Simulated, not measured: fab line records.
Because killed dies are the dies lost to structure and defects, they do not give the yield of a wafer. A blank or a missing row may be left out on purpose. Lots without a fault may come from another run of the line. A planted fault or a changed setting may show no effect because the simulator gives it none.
Chamber matching    flow nand-harc    3 sister chambers for NHARC_A_CONTACT_DEP_24 on pecvd-01
The step deposits SiO2, target thk 500 nm. 24 wafers are shown with their chamber, then 12 later ones without.

== WAFERS WITH THEIR CHAMBER ==
wafer   chamber  throttle-valve-pct (%)  heater-power-w (W)
L074.1  1        16.0                    587
L074.4  0        14.5                    569
L074.6  1        15.8                    585
L075.4  1        16.0                    607
L075.5  0        14.4                    537
L075.6  1        15.8                    613
L076.1  2        17.0                    611
L076.2  1        16.0                    467
L076.3  0        14.6                    520
L076.4  1        15.9                    508
L076.5  2        16.9                    642
L076.6  0        14.4                    548
L079.2  2        16.8                    753
L079.4  1        16.1                    586
L079.6  2        16.8                    586
L080.1  2        16.7                    640
L080.5  2        16.8                    684
L080.6  1        16.1                    545
L081.1  2        17.0                    749
L081.4  2        16.7                    567
L081.6  1        16.0                    565
L083.3  0        14.6                    574
L083.4  1        16.2                    510
L083.5  2        16.8                    736

SIGNATURES, as means of the wafers listed above
reading             chamber 0  chamber 1  chamber 2  scatter within a chamber
throttle-valve-pct  14.500     15.990     16.833     0.117
heater-power-w      549.60     557.30     663.11     54.8
Rule: distance of a wafer from a chamber = root of the sum over the readings of ((wafer's reading minus chamber's mean) / reading's scatter) squared. The wafer belongs to the nearest chamber; if the next one is less than 2 further off, it can't be placed. The scatter: take each reading less its chamber's mean, square it, sum over the shown wafers, divide by the number of wafers less the number of chambers, and take the root.

== WAFERS MISSING THEIR CHAMBER ==
wafer   throttle-valve-pct (%)  heater-power-w (W)
L088.1  14.4                    531
L088.4  16.3                    738
L088.5  14.7                    536
L089.2  14.5                    589
L089.4  15.3                    532
L089.5  14.4                    445
L097.1  16.6                    716
L097.4  14.5                    592
L097.6  16.6                    755
L094.3  14.5                    559
L094.5  16.2                    669
L094.6  15.4                    615

== WHICH CHAMBER EACH WENT THROUGH ==
wafer    from the rows above       in truth
L088.1   0                         0
L088.4   can't be placed: 1 or 2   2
L088.5   0                         0
L089.2   0                         0
L089.4   can't be placed: 1 or 0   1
L089.5   0                         0
L097.1   2                         2
L097.4   0                         0
L097.6   2                         2
L094.3   0                         0
L094.5   1                         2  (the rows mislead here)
L094.6   1                         1
Correctly placed: 9 of 12. Can't be placed from these rows: 2 (the true chamber is among the candidates in 2). Wrongly placed: 1.
